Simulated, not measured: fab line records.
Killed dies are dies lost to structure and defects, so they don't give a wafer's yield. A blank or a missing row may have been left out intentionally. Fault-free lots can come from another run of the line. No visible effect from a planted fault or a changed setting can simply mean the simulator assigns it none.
fab line records || flow n5_finfet
record {"lots": 14, "wafers": 42, "last_day": 17}
route steps=1938 shown BEOL_M8@1391 PAD_METAL@1894 PASSIVATION@1936
lots with no fault: from the same line, run without faults
start_h: start of the lot's first displayed wafer, in hours after the record's first day || wait_h: hours from the lot's prior step to this one || " identical to the entry in the row above || L1.1+2: a row that stands for several wafers || - value missing, or start not given || * or withheld: withheld || < > ~ a bound
route shown NAME@n: a module of which the file shows steps, and the number in the route of the first || usual: mean and standard deviation over wafers with no fault || same: alike in all rows || chamber/n: place in a boat || sites: the reading at each site || _std_site: standard deviation across them || _edge_site: mean of outer sites minus mean of inner sites || radius_mm: how far each site lies from the wafer's centre || mask NAME#n: copy n || behind: the last tool/chamber to shape the wafer || hold: the reason the lot was held/the length of the hold in hours/how it ended || device: the n, p or np transistor that did not switch || end of line: the same wafers' tests at the end of the route || for a step that has no rows: nothing shown but its recipe || killed: count of dies lost to structure and defects at first sort (not the wafer's yield) || map: a wafer's dies, marking killed ones x, the rest . and places with no die _
set.NAME: the setting the step ran with; set.NAME@STEP: the setting that earlier step ran with || model.NAME: the simulator's own value behind a step, which no gauge read
steps of the route over a sample of lots; a table a step, a row a wafer
services: the hour from which a tool's chamber was out of use, counted from the record's first day as start_h (under 0 if before that day), plus the number of hours and why
## steps
# step N5_BEOL_M8_CVD_78
# recipe {"material": "Co", "target_thk_a": 20, "temp_c": "withheld", "precursor": "CCTBA/H2", "pressure_torr": 30, "time_s": 142.3}
# usual {"chamber_pressure_Torr": "30.00/0.07"}
{"lot.wafer": "L738.1", "tool": "cvd_co-01", "chamber": 1, "start_h": 220.41, "wait_h": 0.0, "chamber_pressure_Torr": 30.13}
{"lot.wafer": "L738.2", "tool": "cvd_co-01", "chamber": 2, "start_h": 220.41, "wait_h": 0.0, "chamber_pressure_Torr": 29.94}
{"lot.wafer": "L738.5", "tool": "cvd_co-01", "chamber": 2, "start_h": 220.41, "wait_h": 0.0, "chamber_pressure_Torr": 29.95}
{"lot.wafer": "L739.2", "tool": "cvd_co-01", "chamber": 2, "start_h": 226.85, "wait_h": 0.0, "chamber_pressure_Torr": 30.03}
{"lot.wafer": "L739.3", "tool": "cvd_co-01", "chamber": 1, "start_h": 226.85, "wait_h": 0.0, "chamber_pressure_Torr": 30.14}
{"lot.wafer": "L739.5", "tool": "cvd_co-01", "chamber": 1, "start_h": 226.85, "wait_h": 0.0, "chamber_pressure_Torr": 29.98}
{"lot.wafer": "L740.1", "tool": "cvd_co-01", "chamber": 1, "start_h": 230.33, "wait_h": 0.0, "chamber_pressure_Torr": 30.10}
{"lot.wafer": "L740.2", "tool": "cvd_co-01", "chamber": 2, "start_h": 230.33, "wait_h": 0.0, "chamber_pressure_Torr": 29.96}
{"lot.wafer": "L740.6", "tool": "cvd_co-01", "chamber": 0, "start_h": 230.33, "wait_h": 0.0, "chamber_pressure_Torr": 30.06}
{"lot.wafer": "L743.1", "tool": "cvd_co-01", "chamber": 2, "start_h": 244.15, "wait_h": 0.1, "chamber_pressure_Torr": 29.95}
{"lot.wafer": "L743.2", "tool": "cvd_co-01", "chamber": 1, "start_h": 244.15, "wait_h": 0.1, "chamber_pressure_Torr": 30.03}
{"lot.wafer": "L743.6", "tool": "cvd_co-01", "chamber": 0, "start_h": 244.15, "wait_h": 0.1, "chamber_pressure_Torr": 30.08}
{"lot.wafer": "L744.1", "tool": "cvd_co-01", "chamber": 2, "start_h": 248.93, "wait_h": 0.0, "chamber_pressure_Torr": 30.08}
{"lot.wafer": "L744.2", "tool": "cvd_co-01", "chamber": 1, "start_h": 248.93, "wait_h": 0.0, "chamber_pressure_Torr": 30.00}
{"lot.wafer": "L744.5", "tool": "cvd_co-01", "chamber": 2, "start_h": 248.93, "wait_h": 0.0, "chamber_pressure_Torr": 30.03}
{"lot.wafer": "L745.2", "tool": "cvd_co-02", "chamber": 0, "start_h": 259.16, "wait_h": 0.3, "chamber_pressure_Torr": 29.89}
{"lot.wafer": "L745.4", "tool": "cvd_co-02", "chamber": 1, "start_h": 259.16, "wait_h": 0.3, "chamber_pressure_Torr": 29.91}
{"lot.wafer": "L745.5", "tool": "cvd_co-02", "chamber": 2, "start_h": 259.16, "wait_h": 0.3, "chamber_pressure_Torr": 30.01}
{"lot.wafer": "L746.1", "tool": "cvd_co-01", "chamber": 1, "start_h": 263.32, "wait_h": 0.1, "chamber_pressure_Torr": 30.09}
{"lot.wafer": "L746.3", "tool": "cvd_co-01", "chamber": 0, "start_h": 263.32, "wait_h": 0.1, "chamber_pressure_Torr": 30.03}
{"lot.wafer": "L746.5", "tool": "cvd_co-01", "chamber": 2, "start_h": 263.32, "wait_h": 0.1, "chamber_pressure_Torr": 30.06}
{"lot.wafer": "L747.1", "tool": "cvd_co-02", "chamber": 0, "start_h": 269.12, "wait_h": 0.2, "chamber_pressure_Torr": 30.11}
{"lot.wafer": "L747.4", "tool": "cvd_co-02", "chamber": 2, "start_h": 269.12, "wait_h": 0.2, "chamber_pressure_Torr": 29.99}
{"lot.wafer": "L747.5", "tool": "cvd_co-02", "chamber": 1, "start_h": 269.12, "wait_h": 0.2, "chamber_pressure_Torr": 29.95}
{"lot.wafer": "L748.1", "tool": "cvd_co-02", "chamber": 1, "start_h": 279.91, "wait_h": 0.1, "chamber_pressure_Torr": 30.00}
{"lot.wafer": "L748.4", "tool": "cvd_co-02", "chamber": 1, "start_h": 279.91, "wait_h": 0.1, "chamber_pressure_Torr": 29.86}
{"lot.wafer": "L748.5", "tool": "cvd_co-02", "chamber": 0, "start_h": 279.91, "wait_h": 0.1, "chamber_pressure_Torr": 29.94}
{"lot.wafer": "L750.3", "tool": "cvd_co-01", "chamber": 0, "start_h": 286.16, "wait_h": 0.1, "chamber_pressure_Torr": 30.04}
{"lot.wafer": "L750.4", "tool": "cvd_co-01", "chamber": 1, "start_h": 286.16, "wait_h": 0.1, "chamber_pressure_Torr": 30.14}
{"lot.wafer": "L750.6", "tool": "cvd_co-01", "chamber": 2, "start_h": 286.16, "wait_h": 0.1, "chamber_pressure_Torr": 30.03}
{"lot.wafer": "L752.2", "tool": "cvd_co-02", "chamber": 2, "start_h": 299.60, "wait_h": 0.0, "chamber_pressure_Torr": 29.83}
{"lot.wafer": "L752.3", "tool": "cvd_co-02", "chamber": 0, "start_h": 299.60, "wait_h": 0.0, "chamber_pressure_Torr": 30.07}
{"lot.wafer": "L752.5", "tool": "cvd_co-02", "chamber": 0, "start_h": 299.60, "wait_h": 0.0, "chamber_pressure_Torr": 30.06}
{"lot.wafer": "L754.1", "tool": "cvd_co-01", "chamber": 0, "start_h": 316.88, "wait_h": 0.1, "chamber_pressure_Torr": 30.00}
{"lot.wafer": "L754.5", "tool": "cvd_co-01", "chamber": 0, "start_h": 316.88, "wait_h": 0.1, "chamber_pressure_Torr": 29.88}
{"lot.wafer": "L754.6", "tool": "cvd_co-01", "chamber": 2, "start_h": 316.88, "wait_h": 0.1, "chamber_pressure_Torr": 30.07}
{"lot.wafer": "L755.2", "tool": "cvd_co-01", "chamber": 1, "start_h": 325.44, "wait_h": 0.0, "chamber_pressure_Torr": 29.95}
{"lot.wafer": "L755.4", "tool": "cvd_co-01", "chamber": 2, "start_h": 325.44, "wait_h": 0.0, "chamber_pressure_Torr": 30.05}
{"lot.wafer": "L755.6", "tool": "cvd_co-01", "chamber": 0, "start_h": 325.44, "wait_h": 0.0, "chamber_pressure_Torr": 30.08}
{"lot.wafer": "L757.2", "tool": "cvd_co-01", "chamber": 1, "start_h": 338.56, "wait_h": 0.1, "chamber_pressure_Torr": 30.02}
{"lot.wafer": "L757.4", "tool": "cvd_co-01", "chamber": 0, "start_h": 338.56, "wait_h": 0.1, "chamber_pressure_Torr": 30.03}
{"lot.wafer": "L757.6", "tool": "cvd_co-01", "chamber": 2, "start_h": 338.56, "wait_h": 0.1, "chamber_pressure_Torr": 30.00}
# step N5_PASSIVATION_PRE_CLEAN_19
# recipe {"gas": "H2/He", "time_s": "*", "temp_c": "*"}
# usual {"heater_power_w": "460/65"}
{"lot.wafer": "L738.1", "tool": "pvd_sputter-03", "chamber": "-", "start_h": 279.14, "wait_h": 0.0, "heater_power_w": 428}
{"lot.wafer": "L738.2", "tool": "pvd_sputter-03", "chamber": "-", "start_h": 279.14, "wait_h": 0.0, "heater_power_w": 481}
{"lot.wafer": "L738.5", "tool": "pvd_sputter-03", "chamber": "-", "start_h": 279.14, "wait_h": 0.0, "heater_power_w": 589}
{"lot.wafer": "L739.2", "tool": "pvd_sputter-02", "chamber": "-", "start_h": 290.01, "wait_h": 0.0, "heater_power_w": 407}
{"lot.wafer": "L739.3", "tool": "pvd_sputter-02", "chamber": "-", "start_h": 290.01, "wait_h": 0.0, "heater_power_w": 400}
{"lot.wafer": "L739.5", "tool": "pvd_sputter-02", "chamber": "-", "start_h": 290.01, "wait_h": 0.0, "heater_power_w": 411}
{"lot.wafer": "L740.1", "tool": "pvd_sputter-02", "chamber": "-", "start_h": 293.05, "wait_h": 0.0, "heater_power_w": 382}
{"lot.wafer": "L740.2", "tool": "pvd_sputter-02", "chamber": "-", "start_h": 293.05, "wait_h": 0.0, "heater_power_w": 409}
{"lot.wafer": "L740.6", "tool": "pvd_sputter-02", "chamber": "-", "start_h": 293.05, "wait_h": 0.0, "heater_power_w": 410}
{"lot.wafer": "L743.1", "tool": "pvd_sputter-01", "chamber": "-", "start_h": 300.75, "wait_h": 0.0, "heater_power_w": 479}
{"lot.wafer": "L743.2", "tool": "pvd_sputter-01", "chamber": "-", "start_h": 300.75, "wait_h": 0.0, "heater_power_w": 518}
{"lot.wafer": "L743.6", "tool": "pvd_sputter-01", "chamber": "-", "start_h": 300.75, "wait_h": 0.0, "heater_power_w": 484}
{"lot.wafer": "L744.1", "tool": "pvd_sputter-01", "chamber": "-", "start_h": 304.81, "wait_h": 0.0, "heater_power_w": 498}
{"lot.wafer": "L744.2", "tool": "pvd_sputter-01", "chamber": "-", "start_h": 304.81, "wait_h": 0.0, "heater_power_w": 405}
{"lot.wafer": "L744.5", "tool": "pvd_sputter-01", "chamber": "-", "start_h": 304.81, "wait_h": 0.0, "heater_power_w": 410}
{"lot.wafer": "L745.2", "tool": "pvd_sputter-03", "chamber": "-", "start_h": 318.94, "wait_h": 0.0, "heater_power_w": 419}
{"lot.wafer": "L745.4", "tool": "pvd_sputter-03", "chamber": "-", "start_h": 318.94, "wait_h": 0.0, "heater_power_w": 472}
{"lot.wafer": "L745.5", "tool": "pvd_sputter-03", "chamber": "-", "start_h": 318.94, "wait_h": 0.0, "heater_power_w": 407}
{"lot.wafer": "L746.1", "tool": "pvd_sputter-02", "chamber": "-", "start_h": 322.84, "wait_h": 0.0, "heater_power_w": 398}
{"lot.wafer": "L746.3", "tool": "pvd_sputter-02", "chamber": "-", "start_h": 322.84, "wait_h": 0.0, "heater_power_w": 489}
{"lot.wafer": "L746.5", "tool": "pvd_sputter-02", "chamber": "-", "start_h": 322.84, "wait_h": 0.0, "heater_power_w": 393}
{"lot.wafer": "L747.1", "tool": "pvd_sputter-02", "chamber": "-", "start_h": 326.45, "wait_h": 0.0, "heater_power_w": 417}
{"lot.wafer": "L747.4", "tool": "pvd_sputter-02", "chamber": "-", "start_h": 326.45, "wait_h": 0.0, "heater_power_w": 486}
{"lot.wafer": "L747.5", "tool": "pvd_sputter-02", "chamber": "-", "start_h": 326.45, "wait_h": 0.0, "heater_power_w": 399}
{"lot.wafer": "L748.1", "tool": "pvd_sputter-03", "chamber": "-", "start_h": 348.98, "wait_h": 0.0, "heater_power_w": 423}
{"lot.wafer": "L748.4", "tool": "pvd_sputter-03", "chamber": "-", "start_h": 348.98, "wait_h": 0.0, "heater_power_w": 493}
{"lot.wafer": "L748.5", "tool": "pvd_sputter-03", "chamber": "-", "start_h": 348.98, "wait_h": 0.0, "heater_power_w": 435}
{"lot.wafer": "L750.3", "tool": "pvd_sputter-01", "chamber": "-", "start_h": 358.81, "wait_h": 0.0, "heater_power_w": 406}
{"lot.wafer": "L750.4", "tool": "pvd_sputter-01", "chamber": "-", "start_h": 358.81, "wait_h": 0.0, "heater_power_w": 493}
{"lot.wafer": "L750.6", "tool": "pvd_sputter-01", "chamber": "-", "start_h": 358.81, "wait_h": 0.0, "heater_power_w": 508}
{"lot.wafer": "L752.2", "tool": "pvd_sputter-03", "chamber": "-", "start_h": 366.43, "wait_h": 0.0, "heater_power_w": 476}
{"lot.wafer": "L752.3", "tool": "pvd_sputter-03", "chamber": "-", "start_h": 366.43, "wait_h": 0.0, "heater_power_w": 420}
{"lot.wafer": "L752.5", "tool": "pvd_sputter-03", "chamber": "-", "start_h": 366.43, "wait_h": 0.0, "heater_power_w": 427}
{"lot.wafer": "L754.1", "tool": "pvd_sputter-03", "chamber": "-", "start_h": 375.27, "wait_h": 0.0, "heater_power_w": 485}
{"lot.wafer": "L754.5", "tool": "pvd_sputter-03", "chamber": "-", "start_h": 375.27, "wait_h": 0.0, "heater_power_w": 466}
{"lot.wafer": "L754.6", "tool": "pvd_sputter-03", "chamber": "-", "start_h": 375.27, "wait_h": 0.0, "heater_power_w": 404}
{"lot.wafer": "L755.2", "tool": "pvd_sputter-03", "chamber": "-", "start_h": 385.93, "wait_h": 0.0, "heater_power_w": 417}
{"lot.wafer": "L755.4", "tool": "pvd_sputter-03", "chamber": "-", "start_h": 385.93, "wait_h": 0.0, "heater_power_w": 420}
{"lot.wafer": "L755.6", "tool": "pvd_sputter-03", "chamber": "-", "start_h": 385.93, "wait_h": 0.0, "heater_power_w": 585}
{"lot.wafer": "L757.2", "tool": "pvd_sputter-03", "chamber": "-", "start_h": 399.38, "wait_h": 0.0, "heater_power_w": 425}
{"lot.wafer": "L757.4", "tool": "pvd_sputter-03", "chamber": "-", "start_h": 399.38, "wait_h": 0.0, "heater_power_w": 470}
{"lot.wafer": "L757.6", "tool": "pvd_sputter-03", "chamber": "-", "start_h": 399.38, "wait_h": 0.0, "heater_power_w": 572}
# step N5_PASSIVATION_PROBE_49
# usual {"defect_limited_yield": "91.4/1.6", "killed_at_M0_to_M3": "31/11", "killed_at_M4_up": "14/5.7", "killed_at_contacts": "12/6", "killed_at_front_end": "41/13", "killed_at_other": "3.3/2.8", "killed_dies": "101/19", "killed_on_rim": "13/3.9", "killed_open": "67/14", "killed_short": "33/8.2", "sort_bin_4_leakage": "0.0/0.37", "sort_bin_5_function": "5.0/1.1", "sort_bin_6_memory": "3.3/0.74", "sort_n_pass": "1078/20", "sort_yield_pct": "91.3/1.7"}
# same {"gross_dies": 1180, "killed_at_back_side": 0, "sort_bin_8_speed[%]": 0}
{"lot.wafer": "L754.1", "tool": "prober-01", "chamber": "-", "start_h": 380.87, "wait_h": 0.0, "defect_limited_yield[%]": 83.9, "killed_at_M0_to_M3": 29, "killed_at_M4_up": 115, "killed_at_contacts": 10, "killed_at_front_end": 27, "killed_at_other": 9, "killed_dies": 190, "killed_on_rim": 33, "killed_open": 58, "killed_short": 23, "sort_bin_4_leakage[%]": 0.2, "sort_bin_5_function[%]": 9.5, "sort_bin_6_memory[%]": 3.4, "sort_n_pass": 988, "sort_yield_pct[%]": 83.7}
{"lot.wafer": "L754.5", "tool": "prober-01", "chamber": "-", "start_h": 381.07, "wait_h": 0.2, "defect_limited_yield[%]": 84.9, "killed_at_M0_to_M3": 28, "killed_at_M4_up": 112, "killed_at_contacts": 12, "killed_at_front_end": 22, "killed_at_other": 4, "killed_dies": 178, "killed_on_rim": 27, "killed_open": 51, "killed_short": 25, "sort_bin_4_leakage[%]": 0, "sort_bin_5_function[%]": 9.3, "sort_bin_6_memory[%]": 3.4, "sort_n_pass": 1002, "sort_yield_pct[%]": 84.9}
{"lot.wafer": "L754.6", "tool": "prober-01", "chamber": "-", "start_h": 381.12, "wait_h": 0.3, "defect_limited_yield[%]": 81.1, "killed_at_M0_to_M3": 25, "killed_at_M4_up": 155, "killed_at_contacts": 6, "killed_at_front_end": 30, "killed_at_other": 7, "killed_dies": 223, "killed_on_rim": 14, "killed_open": 55, "killed_short": 27, "sort_bin_4_leakage[%]": 0, "sort_bin_5_function[%]": 11.4, "sort_bin_6_memory[%]": 4.3, "sort_n_pass": 957, "sort_yield_pct[%]": 81.1}
{"lot.wafer": "L755.2", "tool": "prober-01", "chamber": "-", "start_h": 392.06, "wait_h": 0.1, "defect_limited_yield[%]": 84.6, "killed_at_M0_to_M3": 29, "killed_at_M4_up": 92, "killed_at_contacts": 8, "killed_at_front_end": 45, "killed_at_other": 8, "killed_dies": 182, "killed_on_rim": 29, "killed_open": 62, "killed_short": 37, "sort_bin_4_leakage[%]": 0, "sort_bin_5_function[%]": 9.0, "sort_bin_6_memory[%]": 3.8, "sort_n_pass": 998, "sort_yield_pct[%]": 84.6}
{"lot.wafer": "L755.4", "tool": "prober-01", "chamber": "-", "start_h": 392.16, "wait_h": 0.2, "defect_limited_yield[%]": 78.1, "killed_at_M0_to_M3": 34, "killed_at_M4_up": 159, "killed_at_contacts": 15, "killed_at_front_end": 44, "killed_at_other": 7, "killed_dies": 259, "killed_on_rim": 20, "killed_open": 77, "killed_short": 36, "sort_bin_4_leakage[%]": 0, "sort_bin_5_function[%]": 12.0, "sort_bin_6_memory[%]": 6.3, "sort_n_pass": 921, "sort_yield_pct[%]": 78.1}
{"lot.wafer": "L755.6", "tool": "prober-01", "chamber": "-", "start_h": 392.26, "wait_h": 0.3, "defect_limited_yield[%]": 81.9, "killed_at_M0_to_M3": 20, "killed_at_M4_up": 108, "killed_at_contacts": 23, "killed_at_front_end": 59, "killed_at_other": 3, "killed_dies": 213, "killed_on_rim": 27, "killed_open": 84, "killed_short": 29, "sort_bin_4_leakage[%]": 0, "sort_bin_5_function[%]": 11.3, "sort_bin_6_memory[%]": 3.6, "sort_n_pass": 967, "sort_yield_pct[%]": 81.9}
{"lot.wafer": "L757.2", "tool": "prober-02", "chamber": "-", "start_h": 405.22, "wait_h": 0.1, "defect_limited_yield[%]": 85.7, "killed_at_M0_to_M3": 25, "killed_at_M4_up": 92, "killed_at_contacts": 18, "killed_at_front_end": 32, "killed_at_other": 2, "killed_dies": 169, "killed_on_rim": 29, "killed_open": 51, "killed_short": 28, "sort_bin_4_leakage[%]": 0, "sort_bin_5_function[%]": 8.2, "sort_bin_6_memory[%]": 3.2, "sort_n_pass": 1011, "sort_yield_pct[%]": 85.7}
{"lot.wafer": "L757.4", "tool": "prober-02", "chamber": "-", "start_h": 405.32, "wait_h": 0.2, "defect_limited_yield[%]": 81.1, "killed_at_M0_to_M3": 26, "killed_at_M4_up": 118, "killed_at_contacts": 30, "killed_at_front_end": 47, "killed_at_other": 2, "killed_dies": 223, "killed_on_rim": 31, "killed_open": 91, "killed_short": 22, "sort_bin_4_leakage[%]": 0, "sort_bin_5_function[%]": 11.7, "sort_bin_6_memory[%]": 4.2, "sort_n_pass": 957, "sort_yield_pct[%]": 81.1}
{"lot.wafer": "L757.6", "tool": "prober-02", "chamber": "-", "start_h": 405.42, "wait_h": 0.3, "defect_limited_yield[%]": 81.1, "killed_at_M0_to_M3": 29, "killed_at_M4_up": 146, "killed_at_contacts": 16, "killed_at_front_end": 32, "killed_at_other": 0, "killed_dies": 223, "killed_on_rim": 14, "killed_open": 59, "killed_short": 27, "sort_bin_4_leakage[%]": 0, "sort_bin_5_function[%]": 10.1, "sort_bin_6_memory[%]": 4.5, "sort_n_pass": 957, "sort_yield_pct[%]": 81.1}
# killed by level:class
L754.1 BEOL_M8:unspecified=106 STI_FIN_REVEAL:geometric_particle:open=8 MOL_CONTACT_COAG:geometric_particle:open=8 BEOL_M2:geometric_particle:open=7 BEOL_M3:geometric_particle:open=7 BEOL_M4:geometric_particle:open=5 BEOL_M1:geometric_particle:open=4 BEOL_M0_SAQP:geometric_particle:short=4
L754.5 BEOL_M8:unspecified=100 MOL_CONTACT_COAG:geometric_particle:open=9 BEOL_M2:geometric_particle:open=9 FIN_SAQP:geometric_particle:open=7 BEOL_M3:geometric_particle:open=5 BEOL_M4:geometric_particle:open=4 DUMMY_GATE:geometric_particle:open=3 GATE_CUT:geometric_particle:short=3
L754.6 BEOL_M8:unspecified=140 BEOL_M3:geometric_particle:open=11 BEOL_M4:geometric_particle:open=6 GATE_CUT:geometric_particle:open=5 MOL_CONTACT_COAG:geometric_particle:open=5 STI_FIN_REVEAL:geometric_particle:short=4 BEOL_M0_SAQP:geometric_particle:short=4 BEOL_M1:geometric_particle:open=4
L755.2 BEOL_M8:unspecified=81 FIN_SAQP:geometric_particle:open=11 STI_FIN_REVEAL:geometric_particle:open=10 FIN_SAQP:geometric_particle:short=7 MOL_CONTACT_COAG:geometric_particle:open=7 BEOL_M0_SAQP:geometric_particle:short=6 BEOL_M2:geometric_particle:open=6 GATE_CUT:geometric_particle:open=5
L755.4 BEOL_M8:unspecified=143 STI_FIN_REVEAL:geometric_particle:open=16 MOL_CONTACT_COAG:geometric_particle:open=13 BEOL_M2:geometric_particle:open=11 STI_FIN_REVEAL:geometric_particle:short=9 BEOL_M0_SAQP:geometric_particle:short=9 BEOL_M4:geometric_particle:open=8 FIN_SAQP:geometric_particle:open=5
L755.6 BEOL_M8:unspecified=100 MOL_CONTACT_COAG:geometric_particle:open=21 FIN_SAQP:geometric_particle:open=15 STI_FIN_REVEAL:geometric_particle:open=14 DUMMY_GATE:geometric_particle:open=8 GATE_CUT:geometric_particle:short=8 BEOL_M0_SAQP:geometric_particle:open=8 BEOL_M3:geometric_particle:open=5
L757.2 BEOL_M8:unspecified=86 MOL_CONTACT_COAG:geometric_particle:open=13 FIN_SAQP:geometric_particle:open=11 BEOL_M3:geometric_particle:open=9 MOL_CONTACT_COAG:geometric_particle:short=5 GATE_CUT:geometric_particle:short=4 BEOL_M0_SAQP:geometric_particle:open=4 STI_FIN_REVEAL:geometric_particle:open=3
L757.4 BEOL_M8:unspecified=108 MOL_CONTACT_COAG:geometric_particle:open=26 STI_FIN_REVEAL:geometric_particle:open=19 BEOL_M0_SAQP:geometric_particle:open=9 FIN_SAQP:geometric_particle:open=7 BEOL_M3:geometric_particle:open=6 STARTING-WAFER:geometric_particle:open=5 MOL_CONTACT_COAG:geometric_particle:short=4
L757.6 BEOL_M8:unspecified=135 MOL_CONTACT_COAG:geometric_particle:open=12 STI_FIN_REVEAL:geometric_particle:open=9 BEOL_M0_SAQP:geometric_particle:short=9 BEOL_M0_SAQP:geometric_particle:open=9 STI_FIN_REVEAL:geometric_particle:short=4 DUMMY_GATE:geometric_particle:open=4 MOL_CONTACT_COAG:geometric_particle:short=4
## services
{"tool": "cvd_co-01", "chamber": "-", "start_h": 219.58, "hours": 0.3, "kind": "repair"}
{"tool": "cvd_co-02", "chamber": "-", "start_h": 221.99, "hours": 6.9, "kind": "pm"}
{"tool": "cvd_co-02", "chamber": "-", "start_h": 264.23, "hours": 0.8, "kind": "repair"}
{"tool": "cvd_co-01", "chamber": "-", "start_h": 302.40, "hours": 1.6, "kind": "repair"}
{"tool": "cvd_co-01", "chamber": "-", "start_h": 318.16, "hours": 0.5, "kind": "repair"}
{"tool": "cvd_co-02", "chamber": 1, "start_h": 333.33, "hours": "-", "kind": "clean"}
{"tool": "cvd_co-02", "chamber": 1, "start_h": 333.33, "hours": 22.0, "kind": "scheduled_down"}
{"tool": "cvd_co-02", "chamber": 1, "start_h": 333.33, "hours": 22.0, "kind": "vent_cycle"}
{"tool": "pvd_sputter-02", "chamber": "-", "start_h": 335.77, "hours": 2.8, "kind": "repair"}
{"tool": "cvd_co-02", "chamber": "-", "start_h": 339.90, "hours": 14.6, "kind": "pm"}
{"tool": "pvd_sputter-01", "chamber": "-", "start_h": 342.33, "hours": 3.2, "kind": "repair"}
{"tool": "pvd_sputter-02", "chamber": "-", "start_h": 362.69, "hours": 0.6, "kind": "repair"}
{"tool": "cvd_co-02", "chamber": 0, "start_h": 365.06, "hours": 10.5, "kind": "repair"}
{"tool": "cvd_co-01", "chamber": "-", "start_h": 366.11, "hours": 0.6, "kind": "repair"}
{"tool": "cvd_co-01", "chamber": 0, "start_h": 376.37, "hours": 16.8, "kind": "repair"}
{"tool": "cvd_co-01", "chamber": 1, "start_h": 381.58, "hours": 5.9, "kind": "repair"}
{"tool": "pvd_sputter-01", "chamber": "-", "start_h": 383.35, "hours": 4.8, "kind": "repair"}
{"tool": "pvd_sputter-01", "chamber": "-", "start_h": 391.72, "hours": 2.1, "kind": "repair"}
## key
first_sign {"step": "N5_PASSIVATION_PROBE_49", "reading": "killed_at_M4_up", "direction": "up", "sigmas": 19, "usual": 14, "struck": 122}
effect {"step": "N5_PASSIVATION_PROBE_49", "reading": "killed_dies", "direction": "up", "sigmas": 5.5, "usual": 101, "struck": 207}
more_kills_born_at {"N5_BEOL_M8_CVD_78@cvd_co-01": 999}
met_at N5_BEOL_M8_CVD_78
struck_lots L754,L755,L757
not_acting_at N5_PASSIVATION_PRE_CLEAN_19
onset_between 286.16 316.88
also_fits time
fault {"kind": "chamber_particle_source", "tool": "cvd_co-01", "chamber": "-", "onset_h": 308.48, "steps": "N5_BEOL_M8_CVD_78", "rate_per_visit_cm2": 1.375, "end_h": 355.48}
